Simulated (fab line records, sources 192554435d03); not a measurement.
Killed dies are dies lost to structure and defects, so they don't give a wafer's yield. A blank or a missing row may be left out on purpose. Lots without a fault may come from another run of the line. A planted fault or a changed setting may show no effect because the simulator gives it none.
fab line records | flow n5_finfet
record lots=11 wafers=32 last_day=16
route steps=1938 shown BEOL_M4@1099 BEOL_M5@1123 PASSIVATION@1936
lots that met no fault: from a run of the same line without faults
start_h: hours from the record's first day to the start of the lot's first wafer shown | wait_h: hours since the lot's step before | " the same as in the row above | L1.1+2: a row that stands for several wafers | - no value, or no start given | * or withheld: withheld | < > ~ a bound
route shown NAME@n: a module of which the file shows steps, and the number in the route of the first | usual: mean/standard deviation of fault-free wafers | same: alike in all rows | chamber/n: place in a boat | sites: the reading at each site | _std_site: their standard deviation | _edge_site: outer sites' mean less inner sites' | radius_mm: how far each site lies from the wafer's centre | mask NAME#n: copy n | behind: the tool/chamber that last shaped the wafer | hold: why the lot was held/for how many hours/how that ended | device: the transistor (n, p or np) that didn't switch | end of line: the same wafers' tests at the end of the route | a step without rows: its recipe alone | killed: dies lost to structure and defects at the first sort, not the wafer's yield | map: a wafer's dies, x killed, . not, _ none there
set.NAME: the setting as run; set.NAME@STEP: as run at that earlier step | model.NAME: the simulator's own value behind a step, which no gauge read
steps of the route over a sample of lots; a table a step, a row a wafer
services: from which hour (start_h, from the record's first day; less than 0 if before it) a tool's chamber was out of use, for how many hours, and why
## steps
# step N5_BEOL_M4_ANNEAL_95
# recipe temp_c=400 time_s=240 ambient=vacuum
# usual heater_power_w=849/89 susceptor_temp_C_max=401.0/0.4
# columns lot.wafer tool chamber start_h wait_h heater_power_w susceptor_temp_C_max
L570.2 pvd_sputter-03 - 166.86 0.0 953 400.5
L570.5 " - " " 769 402.0
L570.6 " - " " 897 401.0
L571.3 pvd_sputter-03 - 171.95 0.0 875 401.2
L571.4 " - " " 881 401.5
L571.5 " - " " 762 401.3
L572.2 pvd_sputter-01 - 176.77 0.0 817 400.7
L572.4 " - " " 939 401.6
L572.6 " - " " 937 401.5
L576.1 pvd_sputter-02 - 200.30 0.0 804 401.3
L576.3 " - " " 976 401.3
L576.6 " - " " 905 401.2
L574.1 pvd_sputter-01 - 201.80 0.0 831 400.1
L574.3 " - " " 917 401.2
L574.6 " - " " 927 401.1
L580.3 pvd_sputter-01 - 213.57 0.0 718 400.7
L580.5 " - " " 823 400.6
L580.6 " - " " 935 401.6
L581.2 pvd_sputter-02 - 232.65 0.0 765 400.4
L581.4 " - " " 911 401.2
L581.6 " - " " 731 400.5
L582.1 pvd_sputter-01 - 235.89 0.0 927 400.6
L582.2 " - " " 726 401.4
L582.4 " - " " 828 400.4
L583.2 pvd_sputter-03 - 245.93 0.0 783 401.0
L583.5 " - " " 792 400.8
L583.6 " - " " 744 401.0
L590.4 pvd_sputter-02 - 285.24 0.0 810 401.7
L590.5 " - " " 802 401.6
L591.1 pvd_sputter-01 - 287.92 0.0 719 400.6
L591.3 " - " " 931 401.2
L591.4 " - " " 788 400.4
# step N5_BEOL_M4_CMP_52
# recipe stop_on=SiOC t_overpolish_s=6.8 down_force_psi=1 platen_rpm=50 clearing_platen_down_force_psi=1.5 clearing_platen_rpm=50 post_cmp_clean=cu_alkaline target_thk_nm=40 clearing_platen_pad_velocity_m_s=0.99484 pad_velocity_m_s=0.99484
# usual barrier_field_endpoint_s=24.6/0.53 clearing_platen_down_force_psi=1.5001/0.003 motor_current_A=6.3/0.64 overpolish_run_s=6.801/0.0097 time_to_endpoint_s=62.3/2.5
# columns lot.wafer tool chamber start_h wait_h barrier_field_endpoint_s clearing_platen_down_force_psi motor_current_A overpolish_run_s time_to_endpoint_s
L570.2 cmp-04 3 167.50 0.2 24.3 1.4972 6.0 6.799 64.2
L570.6 " 3 " " 25.0 1.4985 6.3 6.806 66.2
L570.5 " 0 " " 24.4 1.5058 6.3 6.791 63.2
L571.3 cmp-02 3 172.58 0.2 24.2 1.5034 6.5 6.791 64.5
L571.4 " 2 " " 24.6 1.5007 5.7 6.800 66.5
L571.5 " 3 " " 24.5 1.4971 6.2 6.811 66.4
L572.4 cmp-02 3 177.41 0.1 23.7 1.5055 6.3 6.793 59.5
L572.2 " 0 " " 23.8 1.5055 5.9 6.802 59.7
L572.6 " 0 " " 23.8 1.5070 5.8 6.803 59.9
L576.3 cmp-04 0 200.98 0.2 23.9 1.5032 6.1 6.816 60.8
L576.1 " 1 " " 23.8 1.5017 7.8 6.800 58.1
L576.6 " 0 " " 24.5 1.5021 6.6 6.777 63.2
L574.1 cmp-02 2 202.63 0.3 24.2 1.4942 5.5 6.809 62.0
L574.3 " 0 " " 23.3 1.5003 6.0 6.788 57.1
L574.6 " 1 " " 25.5 1.5002 5.9 6.786 62.5
L580.3 cmp-04 3 214.20 0.2 24.4 1.5008 6.1 6.800 62.2
L580.5 " 3 " " 25.2 1.5007 6.1 6.804 66.8
L580.6 " 0 " " 25.6 1.4978 6.2 6.783 67.3
L581.2 cmp-02 3 233.28 0.2 25.0 1.5026 6.2 6.803 64.5
L581.4 " 1 " " 25.2 1.5034 6.0 6.786 63.9
L581.6 " 0 " " 24.9 1.5004 5.9 6.799 60.4
L582.2 cmp-04 3 236.52 0.2 25.2 1.4986 5.8 6.794 64.1
L582.4 " 1 " " 25.0 1.5035 8.1 6.801 60.0
L582.1 " 2 " " 25.1 1.5044 6.8 6.812 61.6
L583.2 cmp-04 1 246.65 0.3 24.8 1.4992 7.6 6.801 62.9
L583.5 " 3 " " 26.2 1.5040 6.3 6.815 67.2
L583.6 " 0 " " 25.4 1.5002 6.0 6.807 60.4
L590.4 cmp-04 1 286.00 0.2 24.6 1.5003 7.8 6.807 62.4
L590.5 " 3 " " 24.4 1.4978 6.5 6.780 60.4
L591.1 cmp-04 0 288.55 0.3 24.7 1.4942 6.2 6.817 62.9
L591.4 " 1 " " 24.7 1.4993 7.3 6.811 62.9
L591.3 " 3 " " 25.5 1.4998 6.4 6.807 64.4
# step N5_BEOL_M5_EXPOSE_08
# recipe mask_id=M5 na=0.33 source_shape=annular sigma_inner=0.4 sigma_outer=0.8 polarization=unpolarized target_cd_nm=28 dose_mj=35.75
# usual exposure_dose_mJ_cm2=35.77/0.035 stage_msd_nm=0.82/0.046
# columns lot.wafer tool chamber start_h wait_h mask exposure_dose_mJ_cm2 stage_msd_nm
L570.2 euv_scanner-01 0 170.00 - M5#0 35.79 0.73
L570.5 " 0 " " M5#0 35.76 0.72
L570.6 " 0 " " M5#0 35.82 0.72
L571.3 euv_scanner-02 0 175.45 - M5#0 35.81 0.84
L571.4 " 0 " " M5#0 35.81 0.84
L571.5 " 0 " " M5#0 35.73 0.84
L572.2 euv_scanner-02 0 180.22 - M5#0 35.75 0.84
L572.4 " 0 " " M5#0 35.76 0.85
L572.6 " 0 " " M5#0 35.75 0.85
L576.1 euv_scanner-02 0 203.45 - M5#0 35.79 0.84
L576.3 " 0 " " M5#0 35.77 0.84
L576.6 " 0 " " M5#0 35.74 0.85
L574.1 euv_scanner-02 0 205.87 - M5#0 35.80 0.84
L574.3 " 0 " " M5#0 35.80 0.85
L574.6 " 0 " " M5#0 35.81 0.84
L580.3 euv_scanner-02 0 217.73 - M5#0 35.81 0.84
L580.5 " 0 " " M5#0 35.79 0.84
L580.6 " 0 " " M5#0 35.82 0.84
L581.2 euv_scanner-02 0 237.07 - M5#0 35.76 0.84
L581.4 " 0 " " M5#0 35.74 0.84
L581.6 " 0 " " M5#0 35.78 0.84
L582.1 euv_scanner-01 0 239.51 - M5#0 35.79 0.73
L582.2 " 0 " " M5#0 35.76 0.73
L582.4 " 0 " " M5#0 35.75 0.73
L583.2 euv_scanner-02 0 251.34 - M5#0 35.77 0.84
L583.5 " 0 " " M5#0 35.73 0.84
L583.6 " 0 " " M5#0 35.74 0.84
L590.4 euv_scanner-02 0 290.46 - M5#0 35.94 0.84
L590.5 " 0 " " M5#0 35.96 0.84
L591.1 euv_scanner-02 0 292.04 - M5#0 36.00 0.84
L591.3 " 0 " " M5#0 36.06 0.83
L591.4 " 0 " " M5#0 36.03 0.83
# step N5_BEOL_M5_ETCH_62
# recipe chemistry=N2/H2 target=SOC target_depth_a=750 overetch_a=150 mask_material=SiARC temp_c=40 time_s=112.5 ion_energy_ev=200 pressure_mtorr=30 source_w=840 bias_w=150 n2_flow_sccm=200 h2_flow_sccm=200
# usual drypump_motor_current_A=5.7/0.57 h2_flow_sccm=200.1/0.61 oes_product_au=0.63/0.073 rf_vpp_V=524.7/3 showerhead_plenum_p_Torr=2.57/0.1 throttle_valve_pct=17.76/0.25
# columns lot.wafer tool chamber start_h wait_h drypump_motor_current_A h2_flow_sccm oes_product_au rf_hours_counter_h rf_vpp_V showerhead_plenum_p_Torr throttle_valve_pct
L570.2 rie_diel-05 0 170.33 0.0 4.7 199.5 0.69 35 523.5 2.48 17.54
L570.5 " 2 " " 6.2 200.3 0.57 - 520.3 2.43 17.87
L570.6 " 3 " " 6.8 199.2 0.61 - 520.6 2.45 17.83
L571.3 rie_diel-01 1 175.77 0.0 5.8 199.5 0.72 28 527.1 2.70 17.50
L571.4 " 1 " " 5.8 199.6 0.72 - 528.9 2.70 17.49
L571.5 " 3 " " 4.9 201.1 0.54 - 524.9 2.61 17.81
L572.2 rie_diel-01 2 180.61 0.0 6.4 200.3 0.58 184 526.0 2.64 18.26
L572.4 " 1 " " 5.8 199.9 0.71 - 527.8 2.70 17.51
L572.6 " 0 " " 6.0 201.0 0.55 - 524.2 2.62 18.04
L576.1 rie_diel-03 2 204.19 0.0 5.1 200.0 0.59 158 527.0 2.64 17.66
L576.3 " 0 " " 5.4 198.8 0.56 234 525.4 2.60 17.85
L576.6 " 2 " " 5.1 200.7 0.59 - 526.1 2.64 17.68
L574.1 rie_diel-03 0 206.28 0.0 5.4 200.5 0.55 235 525.4 2.60 17.86
L574.3 " 2 " " 5.1 200.9 0.59 158 528.3 2.64 17.67
L574.6 " 2 " " 5.2 201.2 0.59 - 527.4 2.64 17.68
L580.3 rie_diel-05 0 218.04 0.0 4.7 199.3 0.67 51 522.2 2.47 17.56
L580.5 " 2 " " 6.2 199.7 0.56 - 519.7 2.42 17.90
L580.6 " 1 " " 6.0 201.3 0.75 - 522.9 2.51 17.92
L581.2 rie_diel-01 3 237.42 0.0 4.9 200.6 0.72 13 524.7 2.61 17.42
L581.4 " 0 " " 6.0 200.0 0.78 4 526.4 2.61 17.66
L581.6 " 1 " " 5.8 200.5 0.70 - 527.4 2.69 17.54
L582.1 rie_diel-01 1 239.84 0.0 5.8 200.5 0.69 52 527.1 2.69 17.55
L582.2 " 2 " " 6.4 199.4 0.57 204 525.0 2.63 18.31
L582.4 " 0 " " 6.0 199.6 0.77 5 525.0 2.61 17.65
L583.2 rie_diel-01 1 251.67 0.0 5.8 200.1 0.69 56 527.6 2.69 17.56
L583.5 " 0 " " 6.0 200.3 0.76 - 525.8 2.61 17.67
L583.6 " 1 " " 5.8 200.1 0.68 - 528.5 2.69 17.55
L590.4 rie_diel-01 2 290.77 0.0 6.4 199.5 0.57 212 527.1 2.63 18.30
L590.5 " 2 " " 6.4 199.5 0.57 - 526.3 2.63 18.32
L591.1 rie_diel-05 0 292.45 0.0 4.7 200.2 0.65 74 521.5 2.46 17.59
L591.3 " 1 " " 6.0 199.5 0.71 27 523.3 2.50 17.95
L591.4 " 3 " " 6.8 201.0 0.59 181 521.4 2.43 17.90
# step N5_PASSIVATION_PROBE_49
# usual defect_limited_yield=91.1/1.3 killed_at_M0_to_M3=36/10 killed_at_M4_up=14/4.4 killed_at_contacts=14/5.7 killed_at_front_end=39/9.4 killed_at_other=2.9/2.6 killed_dies=105/15 killed_open=70/12 killed_short=34/7.1 sort_bin_5_function=5.3/0.77 sort_bin_6_memory=3.3/0.66 sort_n_pass=1075/15 sort_yield_pct=91.1/1.3
# same gross_dies=1180 killed_at_back_side=0 sort_bin_4_leakage[%]=0 sort_bin_8_speed[%]=0
# columns lot.wafer tool chamber start_h wait_h defect_limited_yield[%] killed_at_M0_to_M3 killed_at_M4_up killed_at_contacts killed_at_front_end killed_at_other killed_dies killed_open killed_short sort_bin_5_function[%] sort_bin_6_memory[%] sort_n_pass sort_yield_pct[%]
L590.5 prober-02 - 390.37 0.2 89.8 38 10 33 39 0 120 87 33 5.5 4.4 1060 89.8
# killed by level:class
L590.5 MOL_CONTACT_COAG:geometric_particle:open=26 STI_FIN_REVEAL:geometric_particle:open=15 BEOL_M1:geometric_particle:open=13 BEOL_M0_SAQP:geometric_particle:open=9 MOL_CONTACT_COAG:geometric_particle:short=7 BEOL_M2:geometric_particle:open=6 BEOL_M0_SAQP:geometric_particle:short=5 FIN_SAQP:geometric_particle:open=4
## services
# columns tool chamber start_h hours kind
cmp-02 - 162.41 1.0 repair
euv_scanner-02 - 165.92 1.0 pm
rie_diel-01 0 171.33 5.5 repair
rie_diel-01 3 177.07 - clean
rie_diel-01 3 177.07 - consumable_replace:focus_ring
cmp-04 - 186.11 2.3 repair
euv_scanner-01 - 188.38 1.0 pm
euv_scanner-02 - 190.35 4.6 pm
euv_scanner-01 - 198.58 4.6 pm
rie_diel-01 - 202.49 2.8 pm
euv_scanner-02 - 203.98 1.0 pm
cmp-02 - 238.64 4.0 pm
euv_scanner-01 - 244.53 1.0 pm
rie_diel-01 2 247.19 13.3 repair
rie_diel-03 2 251.67 11.3 repair
euv_scanner-02 - 260.13 1.0 pm
cmp-04 - 265.89 4.0 pm
cmp-04 - 269.89 - consumable_replace:conditioner
cmp-04 - 269.89 - consumable_replace:pad
rie_diel-01 2 276.08 10.4 repair
euv_scanner-02 - 279.53 1.3 repair
euv_scanner-02 0 280.95 - calibration
cmp-04 - 288.90 1.0 repair
rie_diel-03 1 291.76 7.9 repair
## key
first_sign step=N5_BEOL_M5_EXPOSE_08 reading=exposure_dose_mJ_cm2 direction=up sigmas=6.5 usual=35.77 struck=36.00
effect none on later readings
met_at N5_BEOL_M5_EXPOSE_08
struck_lots L590,L591
loop_trim step=N5_BEOL_M5_EXPOSE_08 setting=dose lots=L590,L591
not_acting_at N5_BEOL_M4_ANNEAL_95,N5_BEOL_M4_CMP_52,N5_BEOL_M5_ETCH_62
onset_between 251.34 290.46
fault kind=process_parameter_drift tool=euv_scanner-02 chamber=- onset_h=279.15 steps=N5_BEOL_M5_EXPOSE_08 channel=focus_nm offset=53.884 spread_by_wafer=0.3 shape=step end_h=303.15
# loop_trim: a control loop set the setting to another value than it would have without faults
